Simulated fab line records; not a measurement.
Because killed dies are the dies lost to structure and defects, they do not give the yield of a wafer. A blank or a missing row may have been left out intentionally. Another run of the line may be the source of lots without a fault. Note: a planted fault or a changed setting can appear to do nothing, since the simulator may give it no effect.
fab line records	flow n5Finfet
record lots=6	wafers=18	lastDay=18
route steps=1938 shown FIN_CUT@166 STI_FIN_REVEAL@183 BEOL_M4@1111 PASSIVATION@1936
lots that met no fault: from a run of the same line without faults
startH: start of the lot's first displayed wafer, in hours after the record's first day	waitH: time in hours since the lot's previous step	" unchanged from the row above	L1.1+2: a row that stands for several wafers	- no value, or no start was given	* or withheld: withheld	< > ~ a bound
route shown NAME@n: names a module that has steps shown in the file, with the first one's number in the route	usual: average and standard deviation across the fault-free wafers	same: alike in all rows	chamber/n: place in a boat	sites: each site's reading	_std_site: their standard deviation	_edge_site: mean of outer sites minus mean of inner sites	radiusMm: how far each site lies from the wafer's centre	mask NAME#n: copy n	behind: tool/chamber where the wafer was last shaped	hold: the reason the lot was held/the length of the hold in hours/how it ended	device: the transistor (n, p or np) that didn't switch	end of line: the tests these same wafers got at the end of their route	a step without rows: its recipe alone	killed: not the wafer's yield, but the dies lost to structure and defects at the first sort	map: a wafer's dies, x killed, . not, _ none there
set.NAME: the setting that was run; set.NAME@STEP: the one run at that earlier step	model.NAME: the simulator's own value behind a step, which no gauge read
certain route steps with their lots: each step a table, each wafer a row
services: from which hour (startH, from the record's first day; less than 0 if before it) a tool's chamber was out of use, for how many hours, and why
## steps
# step N5_FIN_CUT_DESCUM_13
# recipe chemistry=O2	timeS=7	sourcePowerW=50	biasPowerW=20	pressureMtorr=20	rfFrequencyHz=2.712e+07	tempC=40	resist=CAR-EUV	o2FlowSccm=225
# usual drypumpMotorCurrentA=5.9/0.39	oesProductAu=0.76/0.061	rfVppV=243.5/1.3	showerheadPlenumPTorr=2.12/0.059	tempC=39.99/0.1	throttleValvePct=20.50/0.24
lot.wafer	tool	chamber	startH	waitH	drypumpMotorCurrentA	oesProductAu	rfHoursCounterH	rfVppV	showerheadPlenumPTorr	tempC	throttleValvePct
L583.2	rieDiel-04	1	50.81	0.3	6.3	0.78	107	244.3	2.19	39.99	20.26
L583.3	"	3	"	"	5.3	0.78	151	243.5	2.18	39.83	20.68
L583.5	"	2	"	"	6.4	0.71	-	245.1	2.15	40.00	20.66
L584.1	rieDiel-03	3	59.30	0.0	6.3	0.71	227	244.2	2.16	39.99	20.37
L584.5	"	1	"	"	5.7	0.73	-	244.9	2.16	40.06	20.38
L584.6	"	2	"	"	5.7	0.85	-	241.5	2.05	40.12	20.29
L589.2	rieDiel-04	3	87.35	0.0	5.3	0.76	161	245.0	2.18	39.93	20.71
L589.4	"	1	"	"	6.3	0.76	116	245.1	2.18	40.03	20.28
L589.5	"	2	"	"	6.4	0.70	-	245.5	2.15	40.27	20.64
L594.2	rieDiel-06	3	117.32	0.0	6.0	0.73	180	241.2	1.99	39.90	20.66
L594.4	"	2	"	"	5.5	0.83	61	242.6	2.04	40.10	20.32
L594.6	"	3	"	"	6.0	0.72	-	240.9	1.99	40.07	20.67
L599.1	rieDiel-04	0	147.91	0.0	6.1	0.87	56	243.5	2.13	39.86	19.99
L599.3	"	3	"	"	5.3	0.75	177	245.4	2.17	39.93	20.73
L599.5	"	3	"	"	5.4	0.75	-	243.9	2.17	40.03	20.74
L602.1	rieDiel-03	3	165.26	0.0	6.3	0.68	265	242.2	2.15	39.87	20.42
L602.2	"	0	"	"	6.2	0.69	230	245.1	2.16	39.89	20.89
L602.3	"	1	"	"	5.7	0.70	194	244.2	2.15	40.14	20.43
# step N5_FIN_CUT_ETCH_30
# recipe chemistry=N2/H2	target=underlayer	targetDepthA=130	maskMaterial=CAR-EUV	timeS=10.4	ionEnergyEv=200	pressureMtorr=30	sourceW=840	biasW=150	n2FlowSccm=200	h2FlowSccm=200	ends=cleared
# step N5_FIN_CUT_ETCH_20
# recipe chemistry=CF4	target=SiARC	targetDepthA=260	maskMaterial=CAR-EUV	timeS=43.3	ionEnergyEv=80	pressureMtorr=40	sourceW=545	biasW=36	Ar_flow_sccm=100	cf4FlowSccm=100	ends=cleared
# usual drypumpMotorCurrentA=5.9/0.39	etchRfOnTimeS=44.1/1.3	oesProductAu=0.64/0.055	rfVppV=184.5/1.1	showerheadPlenumPTorr=2.17/0.057	throttleValvePct=15.69/0.24
lot.wafer	tool	chamber	startH	waitH	drypumpMotorCurrentA	etchRfOnTimeS	oesProductAu	rfHoursCounterH	rfVppV	showerheadPlenumPTorr	throttleValvePct
L583.2	rieDiel-04	1	50.86	0.0	6.3	44.6	0.66	107	186.4	2.24	15.53
L583.3	"	3	"	"	5.3	43.8	0.65	151	184.3	2.22	15.83
L583.5	"	2	"	"	6.4	42.3	0.61	-	186.0	2.20	15.83
L584.1	rieDiel-03	3	59.36	0.0	6.3	45.9	0.58	227	184.2	2.19	15.57
L584.5	"	1	"	"	5.7	45.9	0.60	-	184.6	2.23	15.73
L584.6	"	2	"	"	5.7	41.9	0.73	-	184.6	2.10	15.41
L589.2	rieDiel-04	3	87.41	0.0	5.3	43.8	0.65	161	184.8	2.22	15.87
L589.4	"	1	"	"	6.3	44.7	0.65	116	185.5	2.24	15.54
L589.5	"	2	"	"	6.4	42.6	0.60	-	185.0	2.19	15.88
L594.2	rieDiel-06	3	117.37	0.0	5.9	44.4	0.61	180	182.6	2.04	15.87
L594.4	"	2	"	"	5.5	42.5	0.71	61	184.0	2.08	15.49
L594.6	"	3	"	"	6.0	44.5	0.61	-	184.9	2.04	15.88
L599.1	rieDiel-04	0	147.96	0.0	6.1	44.9	0.73	56	185.8	2.17	15.16
L599.3	"	3	"	"	5.3	44.0	0.64	177	186.6	2.21	15.89
L599.5	"	3	"	"	5.3	44.2	0.63	-	184.4	2.21	15.89
L602.1	rieDiel-03	3	165.32	0.0	6.3	45.5	0.57	265	184.7	2.18	15.62
L602.2	"	0	"	"	6.2	44.0	0.60	230	184.2	2.19	15.94
L602.3	"	1	"	"	5.8	45.7	0.59	194	186.4	2.22	15.80
# step N5_FIN_CUT_ETCH_21
# recipe chemistry=N2/H2	target=SOC	targetDepthA=2190	overetchA=438	maskMaterial=SiARC	tempC=40	ionEnergyEv=100	biasW=61	timeS=523.5	pressureMtorr=30	sourceW=850	n2FlowSccm=200	h2FlowSccm=200
# step N5_FIN_CUT_STRIP_23
# recipe chemistry=N2/H2	tempC=40	n2FlowSccm=200	h2FlowSccm=200	rfFrequencyHz=6e+07
# step N5_FIN_CUT_STRIP_31
# recipe chemistry=N2/H2	tempC=40	n2FlowSccm=200	h2FlowSccm=200	rfFrequencyHz=6e+07
# step N5_FIN_CUT_STRIP_24
# recipe chemistry=CF4	resist=SiARC	powerW=300	biasPowerW=75	pressureMtorr=50	cf4FlowSccm=150	rfFrequencyHz=6e+07
# usual drypumpMotorCurrentA=5.9/0.39	oesProductAu=0.75/0.058	rfVppV=271.6/1.4	showerheadPlenumPTorr=1.81/0.047	throttleValvePct=13.66/0.24
lot.wafer	tool	chamber	startH	waitH	drypumpMotorCurrentA	oesProductAu	rfHoursCounterH	rfVppV	showerheadPlenumPTorr	throttleValvePct
L583.2	rieDiel-04	1	51.22	0.0	6.3	0.79	107	273.2	1.86	13.45
L583.3	"	3	"	"	5.3	0.76	151	272.4	1.85	13.79
L583.5	"	2	"	"	6.4	0.69	-	272.7	1.84	13.82
L584.1	rieDiel-03	3	59.72	0.0	6.4	0.70	227	272.7	1.83	13.55
L584.5	"	1	"	"	5.7	0.73	-	273.7	1.88	13.76
L584.6	"	2	"	"	5.7	0.83	-	270.3	1.75	13.31
L589.2	rieDiel-04	3	87.77	0.0	5.3	0.76	161	273.6	1.85	13.81
L589.4	"	1	"	"	6.3	0.77	116	272.6	1.86	13.45
L589.5	"	2	"	"	6.4	0.69	-	274.0	1.83	13.86
L594.2	rieDiel-06	3	117.73	0.0	6.0	0.72	181	269.5	1.71	13.85
L594.4	"	2	"	"	5.5	0.82	61	269.2	1.75	13.44
L594.6	"	3	"	"	6.0	0.72	-	269.3	1.71	13.85
L599.1	rieDiel-04	0	148.33	0.0	6.1	0.86	56	271.4	1.83	13.18
L599.3	"	3	"	"	5.3	0.74	177	272.6	1.85	13.85
L599.5	"	3	"	"	5.3	0.74	-	272.1	1.85	13.87
L602.1	rieDiel-03	3	165.68	0.0	6.3	0.68	265	271.7	1.82	13.65
L602.2	"	0	"	"	6.2	0.70	230	271.3	1.83	13.93
L602.3	"	1	"	"	5.7	0.70	195	272.7	1.86	13.82
# step N5_FIN_CUT_CUT_ETCH_26
# recipe chemistry=CH3F/O2	target=SiNx	targetDepthA=390	maskMaterial=SOC	timeS=55.7	pressureMtorr=30	sourceW=395	biasW=73	Ar_flow_sccm=150	CH3F_flow_sccm=30	O2_flow_sccm=20	ionEnergyEv=120
# step N5_FIN_CUT_CUT_ETCH_27
# recipe chemistry=CHF3/O2	target=SiO2	targetDepthA=40	maskMaterial=SOC	overetchA=20	timeS=4.9	pressureMtorr=30	sourceW=650	biasW=170	Ar_flow_sccm=200	CHF3_flow_sccm=50	O2_flow_sccm=5	ionEnergyEv=200
# step N5_FIN_CUT_PRECLEAN_35
# recipe timeS=13.3	tempC=45	pressureTorr=125	pHfTorr=3	pCoreactantTorr=25	chemistry=vHF
# usual drypumpMotorCurrentA=5.8/0.45	tempC=45.00/0.12
lot.wafer	tool	chamber	startH	waitH	drypumpMotorCurrentA	tempC
L583.2	vaporEtch-02	1	51.36	0.0	6.0	45.05
L583.3	"	1	"	"	6.0	44.96
L583.5	"	0	"	"	6.3	44.88
L584.1	vaporEtch-01	0	59.85	0.0	5.6	45.13
L584.5	"	1	"	"	5.1	44.85
L584.6	"	0	"	"	5.6	45.05
L589.2	vaporEtch-02	0	87.91	0.1	6.3	44.97
L589.4	"	0	"	"	6.3	44.65
L589.5	"	1	"	"	6.0	44.90
L594.2	vaporEtch-02	1	117.87	0.0	6.0	44.95
L594.4	"	1	"	"	6.0	44.89
L594.6	"	1	"	"	6.0	44.96
L599.1	vaporEtch-02	0	148.46	0.0	6.2	45.25
L599.3	"	0	"	"	6.2	45.30
L599.5	"	0	"	"	6.2	45.01
L602.1	vaporEtch-01	1	165.81	0.0	5.0	45.05
L602.2	"	0	"	"	5.6	45.01
L602.3	"	1	"	"	5.1	44.99
# step N5_FIN_CUT_CUT_ETCH_15
# recipe chemistry=HBr/Cl2/O2	target=Si	targetDepthA=1000	btTimeS=10	maskMaterial=SOC	timeS=42.4	ionEnergyEv=*	biasW=*	pressureMtorr=10	icpW=800	HBr_flow_sccm=150	Cl2_flow_sccm=80	O2_flow_sccm=12
# step N5_FIN_CUT_CUT_ETCH_28
# recipe chemistry=HBr/Cl2/O2	target=Si	targetDepthA=60	maskMaterial=SOC	timeS=2.4	ionEnergyEv=*	biasW=*	pressureMtorr=10	icpW=800	HBr_flow_sccm=150	Cl2_flow_sccm=80	O2_flow_sccm=12
# step N5_FIN_CUT_STRIP_22
# recipe chemistry=N2/H2	powerW=500	tempC=40	pressureMtorr=50	rfFrequencyHz=6e+07	overashFraction=0.3	biasPowerW=8	h2Frac=0.5	n2FlowSccm=300	h2FlowSccm=300
# usual drypumpMotorCurrentA=5.9/0.4	oesProductAu=0.76/0.059	rfVppV=54.2/2.3	showerheadPlenumPTorr=3.42/0.087	tempC=40.01/0.1	throttleValvePct=18.95/0.3
lot.wafer	tool	chamber	startH	waitH	drypumpMotorCurrentA	oesProductAu	rfHoursCounterH	rfVppV	showerheadPlenumPTorr	tempC	throttleValvePct
L583.2	rieDiel-06	1	51.56	0.0	5.3	0.79	104	53.7	3.39	39.99	19.28
L583.3	"	2	"	"	5.5	0.84	46	49.6	3.28	39.86	18.64
L583.5	"	1	"	"	5.3	0.78	-	50.2	3.39	40.06	19.28
L584.1	rieDiel-03	2	60.07	0.1	5.7	0.85	57	52.7	3.27	39.95	18.39
L584.5	"	0	"	"	6.2	0.73	-	52.7	3.48	39.95	19.18
L584.6	"	3	"	"	6.4	0.70	-	56.9	3.46	39.93	18.68
L589.2	rieDiel-06	1	88.11	0.0	5.3	0.76	115	54.3	3.38	39.94	19.33
L589.4	"	3	"	"	6.0	0.73	173	51.9	3.23	40.06	19.05
L589.5	"	2	"	"	5.5	0.83	-	56.0	3.28	39.96	18.69
L594.2	rieDiel-06	1	118.31	0.3	5.3	0.77	123	54.2	3.38	39.89	19.32
L594.4	"	2	"	"	5.5	0.83	61	52.6	3.27	40.22	18.70
L594.6	"	2	"	"	5.5	0.81	-	53.4	3.28	40.16	18.69
L599.1	rieDiel-04	1	148.66	0.0	6.4	0.78	134	53.1	3.49	40.01	18.44
L599.3	"	0	"	"	6.1	0.88	56	56.1	3.43	39.92	18.62
L599.5	"	2	"	"	6.4	0.70	-	58.9	3.47	39.88	19.16
L602.1	rieDiel-04	1	166.02	0.0	6.3	0.76	140	56.3	3.49	40.03	18.41
L602.2	"	3	"	"	5.3	0.75	183	55.6	3.48	40.16	19.19
L602.3	"	2	"	"	6.4	0.70	228	55.2	3.46	39.83	19.23
# step N5_FIN_CUT_PRECLEAN_36
# recipe chemistry=O3/DIW	timeS=60	tempC=22	o3Ppm=10
# step N5_FIN_CUT_SRD_32
# recipe dry=ipaMarangoni	timeS=30	tempC=23	rinseLiquid=diw
# step N5_FIN_CUT_UV_OZONE_34
# recipe timeS=120	pressureTorr=760	tempC=25
# step N5_FIN_CUT_INSPECT_17
# recipe inspectInstrument=brightfield	mode=aei
# usual rawDefectCount=191/48
lot.wafer	tool	chamber	startH	waitH	rawDefectCount
L583.2	defectInspect-01	-	51.72	0.0	237
L583.3	"	-	"	"	252
L583.5	"	-	"	"	349
L584.1	defectInspect-01	-	60.36	0.0	202
L584.5	"	-	"	"	148
L584.6	"	-	"	"	154
L589.2	defectInspect-02	-	88.27	0.0	1637
L589.4	"	-	"	"	1537
L589.5	"	-	"	"	1557
L594.2	defectInspect-01	-	118.47	0.0	1570
L594.4	"	-	"	"	1508
L594.6	"	-	"	"	1594
L599.1	defectInspect-02	-	148.83	0.0	243
L599.3	"	-	"	"	194
L599.5	"	-	"	"	121
L602.1	defectInspect-01	-	166.18	0.0	167
L602.2	"	-	"	"	189
L602.3	"	-	"	"	210
# step N5_STI_FIN_REVEAL_ALD_00
# recipe material=SiO2	targetThkA=10	tempC=300	aldPrecursorFamily=BDEAS	aldCoReactant=O2-plasma	pulseTimeS=1	pressureTorr=2
# usual heaterPowerW=471/48	precursorPulseHeightRel=1.000/0.018
lot.wafer	tool	chamber	startH	waitH	heaterPowerW	precursorPulseHeightRel
L583.2	aldSin-01	0	52.34	0.6	466	1.046
L583.3	"	2	"	"	565	0.997
L583.5	"	0	"	"	465	1.015
L584.1	aldSin-01	2	60.63	0.3	548	1.012
L584.5	"	0	"	"	461	1.025
L584.6	"	3	"	"	463	0.974
L589.2	aldSin-01	0	88.96	0.7	462	1.007
L589.4	"	2	"	"	544	0.974
L589.5	"	0	"	"	459	0.989
L594.2	aldSin-04	3	118.50	0.0	570	1.013
L594.4	"	2	"	"	512	0.994
L594.6	"	3	"	"	572	0.977
L599.1	aldSin-02	2	148.86	0.0	427	1.010
L599.3	"	3	"	"	464	0.978
L599.5	"	0	"	"	408	1.007
L602.1	aldSin-02	2	166.22	0.0	424	1.031
L602.2	"	3	"	"	449	0.988
L602.3	"	0	"	"	423	0.991
# step N5_BEOL_M4_RC_MEAS_101
# usual DIBL_N=36.3/1.8	DIBL_P=36.5/2.1	IOFF_N=0.16/0.031	IOFF_P=0.22/0.038	ION_N=677/12	ION_P=466/7.8	SS_N=71.5/0.61	SS_P=73.2/0.7	VT_N=249/3	VT_P=-248.9/3
lot.wafer	tool	chamber	startH	waitH	DIBL_N[mV/V]	DIBL_P[mV/V]	IOFF_N[nA/um]	IOFF_P[nA/um]	ION_N[uA/um]	ION_P[uA/um]	SS_N[mV/dec]	SS_P[mV/dec]	VT_N[mV]	VT_P[mV]
L583.2	prober-02	0	207.22	0.2	35.4	34.5	0.15	0.20	692	476	70.6	73.4	250	-248.2
L583.3	"	0	"	"	36.9	36.3	0.17	0.23	693	473	71.0	72.9	249	-246.7
L583.5	"	0	"	"	36.6	36.1	0.16	0.22	697	473	71.6	73.3	251	-246.8
L584.1	prober-01	0	231.55	0.0	37.1	37.3	0.17	0.22	687	468	71.6	74.1	249	-250.1
L584.5	"	0	"	"	37.0	37.4	0.17	0.21	682	462	72.2	74.7	251	-251.6
L584.6	"	0	"	"	37.4	38.0	0.18	0.22	686	465	71.5	74.3	251	-249.1
L589.2	prober-01	0	236.95	0.2	36.4	35.9	0.14	0.20	676	473	71.2	72.5	251	-250.9
L589.4	"	0	"	"	39.8	38.5	0.19	0.24	682	465	71.5	73.9	247	-249.4
L589.5	"	0	"	"	37.5	35.8	0.15	0.19	674	460	71.9	73.0	253	-252.9
L594.2	prober-02	0	278.29	0.2	34.5	35.0	0.14	0.21	669	463	71.4	72.9	250	-247.6
L594.4	"	0	"	"	37.5	38.9	0.21	0.26	696	470	72.0	73.1	246	-246.3
L594.6	"	0	"	"	34.1	35.0	0.15	0.20	684	466	71.0	72.6	247	-251.3
L599.1	prober-02	0	300.42	0.0	35.6	35.4	0.16	0.23	679	464	71.0	73.6	249	-247.2
L599.3	"	0	"	"	33.9	34.9	0.15	0.21	683	468	70.3	72.7	249	-247.9
L599.5	"	0	"	"	32.0	31.9	0.11	0.18	666	468	70.4	72.0	249	-250.1
L602.1	prober-01	0	312.93	0.0	35.7	36.9	0.17	0.24	669	463	72.0	73.1	249	-246.4
L602.2	"	0	"	"	36.8	38.0	0.19	0.24	678	459	71.6	73.5	246	-250.0
L602.3	"	0	"	"	34.5	36.0	0.16	0.22	679	471	71.5	72.5	246	-245.6
# step N5_PASSIVATION_PROBE_49
# usual defectLimitedYield=91.2/1.5	killed_at_M0_to_M3=33/9.6	killed_at_M4_up=14/5.6	killedAtContacts=14/5.5	killedAtFrontEnd=40/13	killedAtOther=4/3	killedDies=104/17	killedOnRim=14/4.3	killedOpen=68/13	killedShort=33/7.2	sort_bin_5_function=5.2/0.95	sort_bin_6_memory=3.3/0.62	sortNPass=1076/17	sortYieldPct=91.2/1.5
# same grossDies=1180	killedAtBackSide=0	sort_bin_4_leakage[%]=0	sort_bin_8_speed[%]=0
lot.wafer	tool	chamber	startH	waitH	defectLimitedYield[%]	killed_at_M0_to_M3	killed_at_M4_up	killedAtContacts	killedAtFrontEnd	killedAtOther	killedDies	killedOnRim	killedOpen	killedShort	sort_bin_5_function[%]	sort_bin_6_memory[%]	sortNPass	sortYieldPct[%]
L583.2	prober-01	-	315.13	0.1	88.6	31	15	19	66	4	135	25	88	44	7.2	3.9	1045	88.6
L583.3	prober-01	-	315.18	0.1	87.9	47	14	2	75	5	143	17	94	46	6.1	5.4	1037	87.9
L583.5	prober-01	-	315.28	0.2	89.6	44	11	17	48	3	123	20	84	35	6.4	3.5	1057	89.6
L589.2	prober-02	-	341.97	0.1	83.6	32	13	14	135	0	194	39	65	27	8.9	3.9	986	83.6
L589.4	prober-02	-	342.07	0.2	86.0	40	11	16	95	3	165	30	80	29	8.4	3.7	1015	86.0
L589.5	prober-02	-	342.12	0.2	83.3	35	15	13	130	4	197	32	82	44	10.1	3.9	983	83.3
L594.2	prober-01	-	387.25	0.1	81.4	24	11	19	163	3	220	40	81	37	10.8	4.2	960	81.4
L594.4	prober-01	-	387.35	0.2	86.7	34	10	12	99	2	157	35	61	27	6.8	3.6	1023	86.7
L594.6	prober-01	-	387.45	0.3	86.4	32	18	9	93	8	160	21	65	27	8.1	3.0	1020	86.4
L599.1	prober-02	-	409.49	0.0	87.6	39	20	27	57	3	146	19	97	46	7.3	4.6	1034	87.6
L599.3	prober-02	-	409.59	0.1	91.5	36	14	24	24	2	100	13	72	27	4.8	3.6	1080	91.5
L599.5	prober-02	-	409.69	0.2	89.8	32	9	22	57	0	120	17	79	40	5.8	4.1	1060	89.8
# killed by level:class
L583.2 STI_FIN_REVEAL:geometricParticle:open=23 MOL_CONTACT_COAG:geometricParticle:open=15 FIN_SAQP:geometricParticle:short=13 FIN_SAQP:geometricParticle:open=9 BEOL_M0_SAQP:geometricParticle:open=9 BEOL_M1:geometricParticle:open=6 STI_FIN_REVEAL:geometricParticle:short=6 DUMMY_GATE:geometricParticle:open=5
L583.3 STI_FIN_REVEAL:geometricParticle:open=19 FIN_SAQP:geometricParticle:open=16 FIN_SAQP:geometricParticle:short=12 BEOL_M0_SAQP:geometricParticle:short=9 BEOL_M0_SAQP:geometricParticle:open=8 BEOL_M3:geometricParticle:open=8 DUMMY_GATE:geometricParticle:open=7 BEOL_M1:geometricParticle:open=7
L583.5 MOL_CONTACT_COAG:geometricParticle:open=13 BEOL_M1:geometricParticle:open=13 STI_FIN_REVEAL:geometricParticle:open=11 BEOL_M2:geometricParticle:open=11 DUMMY_GATE:geometricParticle:open=8 FIN_SAQP:geometricParticle:short=7 FIN_SAQP:geometricParticle:open=6 BEOL_M1:geometricParticle:short=4
L589.2 FIN_CUT:unspecified=99 BEOL_M0_SAQP:geometricParticle:open=13 MOL_CONTACT_COAG:geometricParticle:open=13 FIN_SAQP:geometricParticle:open=10 FIN_SAQP:geometricParticle:short=8 BEOL_M0_SAQP:geometricParticle:short=7 BEOL_M1:geometricParticle:open=7 DUMMY_GATE:geometricParticle:open=5
L589.4 FIN_CUT:unspecified=54 DUMMY_GATE:geometricParticle:open=16 FIN_SAQP:geometricParticle:open=14 MOL_CONTACT_COAG:geometricParticle:open=13 BEOL_M0_SAQP:geometricParticle:short=9 BEOL_M0_SAQP:geometricParticle:open=9 BEOL_M1:geometricParticle:open=9 FIN_SAQP:geometricParticle:short=6
L589.5 FIN_CUT:unspecified=70 FIN_SAQP:geometricParticle:open=23 FIN_SAQP:geometricParticle:short=15 MOL_CONTACT_COAG:geometricParticle:open=12 BEOL_M0_SAQP:geometricParticle:short=9 BEOL_M0_SAQP:geometricParticle:open=8 BEOL_M1:geometricParticle:open=6 BEOL_M4:geometricParticle:open=6
L594.2 FIN_CUT:unspecified=101 STI_FIN_REVEAL:geometricParticle:open=18 MOL_CONTACT_COAG:geometricParticle:open=16 BEOL_M3:geometricParticle:open=10 DUMMY_GATE:geometricParticle:open=7 FIN_SAQP:geometricParticle:short=6 FIN_SAQP:geometricParticle:open=6 GATE_CUT:geometricParticle:short=6
L594.4 FIN_CUT:unspecified=68 MOL_CONTACT_COAG:geometricParticle:open=8 BEOL_M3:geometricParticle:open=8 FIN_SAQP:geometricParticle:open=6 BEOL_M0_SAQP:geometricParticle:open=6 STI_FIN_REVEAL:geometricParticle:open=5 BEOL_M0_SAQP:geometricParticle:short=5 BEOL_M1:geometricParticle:open=5
L594.6 FIN_CUT:unspecified=66 BEOL_M0_SAQP:geometricParticle:short=9 BEOL_M4:geometricParticle:open=8 STI_FIN_REVEAL:geometricParticle:open=6 BEOL_M3:geometricParticle:open=6 MOL_CONTACT_COAG:geometricParticle:open=5 BEOL_M0_SAQP:geometricParticle:open=5 MOL_CONTACT_COAG:geometricParticle:short=4
L599.1 STI_FIN_REVEAL:geometricParticle:open=22 MOL_CONTACT_COAG:geometricParticle:open=20 FIN_SAQP:geometricParticle:open=11 BEOL_M2:geometricParticle:open=10 BEOL_M3:geometricParticle:open=9 MOL_CONTACT_COAG:geometricParticle:short=7 BEOL_M4:geometricParticle:short=6 BEOL_M4:geometricParticle:open=6
L599.3 MOL_CONTACT_COAG:geometricParticle:open=20 BEOL_M2:geometricParticle:open=11 BEOL_M3:geometricParticle:open=10 STI_FIN_REVEAL:geometricParticle:open=6 BEOL_M4:geometricParticle:open=6 FIN_SAQP:geometricParticle:short=5 DUMMY_GATE:geometricParticle:open=5 BEOL_M0_SAQP:geometricParticle:short=5
L599.5 STI_FIN_REVEAL:geometricParticle:open=28 MOL_CONTACT_COAG:geometricParticle:open=18 BEOL_M0_SAQP:geometricParticle:short=8 BEOL_M3:geometricParticle:open=7 BEOL_M0_SAQP:geometricParticle:open=6 FIN_SAQP:geometricParticle:open=5 FIN_SAQP:geometricParticle:short=5 BEOL_M1:geometricParticle:short=5
# map L589.5 (x killed, . not)
_________________.x..........________________
______________....x.......x....._____________
___________x...x...................__________
__________..x.....x...........x....._________
________.................x............_______
_______xx....x........x.......x........______
______xxxx.x.................x...x......_____
_____xxxx.x..........x...................____
____xxxxxx................................___
___xxxxxxxx................x...............__
___xxxxxxx......................x..........__
__xxxxxxx..x..x..x..x...x.......x.....x....._
__xxxxxxxx..x...x.xx................x......._
_xxxxxxx..x...x.x......x.............x....x..
_xxxxx.x........x...x....x...................
_xxxxx.xx..x.....x.xx...x....................
_xxx.x...........x...................x.x..xx.
_x.x.x.x.x......x............x..x...x........
_.x.....................x...x......x.........
_........x......x....xx..................x...
_..............xx.x....x..xx...........x.....
__..x......x..x.....x..........x..x...x....._
__x......x....x............x................_
___.......x..x..........x..............x..x__
___...................xx.....x......x......__
____..x..................x....x.........x.___
_____..x.x..........x.............x...x..____
______.....xxx.....x..........x.....x..x_____
_______x....x.x.........x...x..........______
________.x...xx......................._______
__________......x......x......x....._________
___________...................x...x__________
______________...............xx._____________
_________________...x........________________
# map L594.2 (x killed, . not)
_________________..x.........________________
______________.x................_____________
___________..........x..........x..__________
__________............x.......x....._________
________.........x.....x......x...xxx._______
_______.....x.....x......xx.........x..______
______.x....x.....x..........x.........._____
_____x......x........................x...____
____............x....x.....x.xx.x.........___
___.x..........x..............x...x........__
___......x...xx.........x..x..x.........x..__
__.........x....x.x....x...................._
__..x................x...............x...x.x_
_....x...............x............x.......x..
_............x..x...........................x
_.x........x.......x..x......................
_x.............x...x.........................
_x...x....................xx.................
_..............................x..........x..
_........x.xxxx...x........xx................
_.x........x...x.......x........x....x.....x.
__...x........xxx.....x.........x.........xx_
__.............x...x...........x.....x......_
___....x.............x..x....x.............__
___.x....x................xx.x.............__
____....................x.........x.......___
_____...x........x.x...xx.xxxxxx..xx....x____
______..........x....xxx.xxxxxxxxx......_____
_______......x........xxxxxxxxxxxxxx.x.______
________.............xxxxxxxxxxxxxxx.._______
__________.........x..xxxxxxxxxxxxxx_________
___________.x..x....xxxxxxxxxxxxxxx__________
______________x....xx.xxxxxxxxxx_____________
_________________x...xxxxxxxx________________
## services
tool	chamber	startH	hours	kind
aldSin-04	1	31.27	4.2	repair
rieDiel-03	-	33.56	5.8	repair
vaporEtch-01	-	41.08	0.1	repair
aldSin-01	2	47.66	1.4	repair
aldSin-02	-	50.91	14.6	pm
rieDiel-06	2	61.78	5.3	repair
aldSin-01	1	62.26	4.0	repair
rieDiel-04	0	63.01	9.9	repair
rieDiel-04	1	73.95	1.3	repair
aldSin-02	-	85.25	14.0	pm
aldSin-02	0	85.25	14.0	ventCycle
aldSin-02	1	85.25	14.0	ventCycle
aldSin-02	2	85.25	14.0	ventCycle
aldSin-02	3	85.25	14.0	ventCycle
rieDiel-03	2	91.92	5.7	repair
aldSin-02	0	99.25	-	clean
aldSin-02	1	99.25	-	clean
aldSin-02	2	99.25	-	clean
aldSin-02	3	99.25	-	clean
rieDiel-03	2	104.37	62.3	repair
aldSin-02	-	122.50	0.9	repair
rieDiel-04	-	122.71	2.8	pm
## key
firstSign step=N5_FIN_CUT_INSPECT_17	reading=rawDefectCount	direction=up	sigmas=29	usual=191	struck=1567
effect step=N5_PASSIVATION_PROBE_49	reading=killedAtFrontEnd	direction=up	sigmas=6.2	usual=40	struck=119
moreKillsBornAt N5_FIN_CUT_STRIP_22@rieDiel-06=458
metAt N5_FIN_CUT_STRIP_22
struckWafers L589.2,L589.4,L589.5,L594.2,L594.4,L594.6
onsetBetween 51.56 88.11
fault kind=chamberParticleSource	tool=rieDiel-06	chamber=-	onsetH=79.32	steps=N5_FIN_CUT_STRIP_22	ratePerVisitCm2=2.0912	endH=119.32
